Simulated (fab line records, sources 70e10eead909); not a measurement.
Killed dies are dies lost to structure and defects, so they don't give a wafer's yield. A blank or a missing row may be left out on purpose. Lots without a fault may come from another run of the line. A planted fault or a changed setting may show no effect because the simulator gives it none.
A struck lot beside a sound one | flow nand_harc | 15 steps out of a route of 1159
Sound: wafers L942.1, L942.3, L942.4. Struck: wafers L951.1, L951.2, L951.4. The cause comes at the end.
At each step with rows: each side's tool, then ch and its chambers, then its first start. Under that, the readings that differ: sound wafers | struck wafers | difference of the means | sigmas: that difference in standard deviations of wafers without a fault.
alike: readings whose means differ by less than 2 such deviations, and words and numbers that are the same on both sides. not compared: withheld readings, readings that some wafer has no value for, bounds like >300 that may hide the same value, and numbers for which the record gives no deviation and whose values overlap.
The two part at a step that has a row with sigmas, a row that says differs or no value, or rows on one side only. Numbers that don't overlap but have no deviation are shown without sigmas and don't part them. A reading that every wafer of one side lacks parts them only if that side has two wafers or more.

first, 7 steps without rows for these wafers: NHARC_P_M2_COAT_34 (time 65 s); NHARC_P_M2_COAT_03 (resist thk 90 nm); NHARC_P_M2_SOFTBAKE_04 (time 55 s); NHARC_P_M2_EBR_05; NHARC_P_M2_EXPOSE_06 (exposes mask P M2, target cd 170 nm); NHARC_P_M2_PEB_07 (peb time 65 s); NHARC_P_M2_DEVELOP_08 (develop time 35 s).
NHARC_P_M2_CD_MEAS_09: target cd 170 nm.
  sound on cd_sem-03 ch 0, day 7 09:19; struck on cd_sem-02 ch 0, day 9 18:37
  alike: cd_nm
NHARC_P_M2_OVL_MEAS_10: pitch 340 nm.
  sound on overlay-01, day 7 09:24; struck on overlay-01, day 9 18:42
  reading           | sound       | struck         | difference | sigmas
  overlay_x_nm (nm) | 1.2 1.0 1.4 | -0.5 -1.3 -1.2 | -2.2       | -2
  alike: overlay_y_nm
NHARC_P_M2_INSPECT_11:
  sound on defect_inspect-01, day 7 09:26; struck on defect_inspect-01, day 9 18:44
  alike: raw_defect_count
NHARC_P_M2_DESCUM_14: chemistry O2, time 3 s.
  sound on rie_diel-05 ch 0,1,2, day 7 09:30; struck on rie_diel-05 ch 0,1,3, day 9 18:49
  reading                | sound | struck | difference | sigmas
  rf_hours_counter_h (h) | 6 6 6 | 1 1 1  | -5         |
  alike: drypump_motor_current_A, oes_product_au, rf_vpp_V, showerhead_plenum_p_Torr, throttle_valve_pct
NHARC_P_M2_ETCH_35: etches the open film in N2/H2, target depth 40 nm, overetch 12 nm, time 43.94 s.
  sound on rie_diel-05 ch 0,2,3, day 7 09:35; struck on rie_diel-05 ch 1,2,3, day 9 18:53
  reading                | sound | struck | difference | sigmas
  rf_hours_counter_h (h) | 6 6 6 | 1 1 1  | -5         |
  alike: drypump_motor_current_A, oes_product_au, rf_vpp_V, run_length_s, showerhead_plenum_p_Torr, throttle_valve_pct
NHARC_P_M2_ETCH_15: etches the open film in C4F8/Ar, target depth 182.5 nm, time 91.2 s.
  sound on rie_diel-05 ch 0,1,2, day 7 09:41; struck on rie_diel-05 ch 0,2,3, day 9 18:58
  reading                | sound             | struck            | difference | sigmas
  rf_hours_counter_h (h) | 6 6 6             | 1 1 1             | -5         |
  run_length_s (s)       | 113.2 112.2 112.9 | 105.2 105.0 105.2 | -7.6       | -20
  alike: oes_product_au, rf_vpp_V
NHARC_P_M2_CD_MEAS_16:
  sound on cd_sem-02, day 7 09:49; struck on cd_sem-01, day 9 19:07
  alike: cd_nm
-- the record jumps here: 13 days lie between the struck wafers' starts before and after (it left off in module P_M2 and takes up again in module END, whose first step shown is number 1159 of the route) --
NHARC_END_SORT_01:
  sound on prober-02 ch 0, day 20 14:34; struck on prober-02 ch 0, day 23 02:50
  alike: defect_limited_yield, killed_at_array, killed_at_other, killed_at_periphery, killed_dies, killed_open, killed_short, sort_bin_2_pct, sort_bin_3_pct, sort_bin_4_pct, sort_n_pass, sort_rim_yield_pct, sort_yield_pct

WHERE THEY PART
First at NHARC_P_M2_OVL_MEAS_10; last, within this record, at NHARC_P_M2_ETCH_15. Later steps at which nothing parts them and some readings are alike: NHARC_P_M2_CD_MEAS_16, NHARC_END_SORT_01.

WHY: what the simulator had put in
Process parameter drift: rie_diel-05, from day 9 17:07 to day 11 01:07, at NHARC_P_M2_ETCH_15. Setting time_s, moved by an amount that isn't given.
